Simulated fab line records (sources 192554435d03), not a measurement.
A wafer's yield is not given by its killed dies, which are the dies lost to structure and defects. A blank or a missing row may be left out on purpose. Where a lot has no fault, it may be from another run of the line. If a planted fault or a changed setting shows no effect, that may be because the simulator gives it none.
8D (eight disciplines) problem report, filled in by code -- flow n5 finfet -- the parts of the form that need people (team, actions taken, sign-off) are left out

== 1. WHAT WENT WRONG ==
At N5_BEOL_M4_SPUTTER_79, chamber pressure pa averages 0.08178 Pa over 6 wafers from 2 lots, while fault-free wafers read 0.07001 Pa, standard deviation 0.00015. Measured from the usual mean, that is +78 standard deviations.
The step: material Cu, target thk 4.5 nm, time 8.29 s.
First seen on wafer L179.1, day 11 11:47, on pvd sputter-02. Wafers with a number at this step in the record: 31, from 11 lots. By rule, "out" or "out of limits" means more than 4 standard deviations away from the usual mean. All remaining wafers that have a number are taken as sound.

== 2. WHAT IT IS; WHAT IT IS NOT ==
question,is,is not
which readings at this step,chamber pressure pa,-
which lots,"L179, L181","L168, L169, L172, L173, L174, L175, L187, L188, L189"
which wafers of those lots,all that have a number,-
read on which tools,pvd sputter-02,"pvd sputter-01, pvd sputter-03"
when,from day 11 11:47,"up to then (18 sound wafers); but 7 sound wafers of L187, L188, L189 came after"

== 3. SUSPECTS, AND WHAT RULES EACH OUT ==
Counting: any tool at a process step up to the reading is kept as a suspect provided that every lot that is out went through it and no sound lot did after the first of them.
- pvd sputter-02 at N5_BEOL_M4_SPUTTER_79 (material Cu, target thk 4.5 nm, time 8.29 s): ruled out as a lasting fault. The sound lots L188 went through it after L179, its earliest lot that is out (day 11 11:47).
Left after counting: nothing in the record.

== 4. THE CAUSE (what the simulator had put in) ==
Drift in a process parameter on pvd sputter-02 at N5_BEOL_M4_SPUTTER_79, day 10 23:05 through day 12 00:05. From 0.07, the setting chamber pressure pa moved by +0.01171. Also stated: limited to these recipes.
Counting ruled it out, wrongly.

== 5. THE CHAIN OF EFFECTS, in route order ==
Each row: a reading whose mean over the struck wafers that have a number lies more than 3 standard deviations from the usual. Only readings whose record carries a usual standard deviation are examined. hours: median over the lots of the time between each lot's start at the first step of this table that gives one and its start at this step. sigmas: the change, counted in usual standard deviations.
hours,step,reading,usual,on struck wafers,change,sigmas
0,N5_BEOL_M4_SPUTTER_79,chamber pressure pa,0.07001 Pa,0.08178,+0.01176,+78
The process steps in it:
- N5_BEOL_M4_SPUTTER_79: material Cu, target thk 4.5 nm, time 8.29 s.
Later steps that measure or inspect, where all struck wafers having a row at the step show a number for every such reading and not one has moved that far: N5_BEOL_M4_RC_MEAS_101.

== 6. HOW IT WOULD HAVE BEEN CAUGHT EARLIER ==
First out-of-limits reading in this record: day 11 11:47, which is 13 hours after fault onset at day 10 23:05.
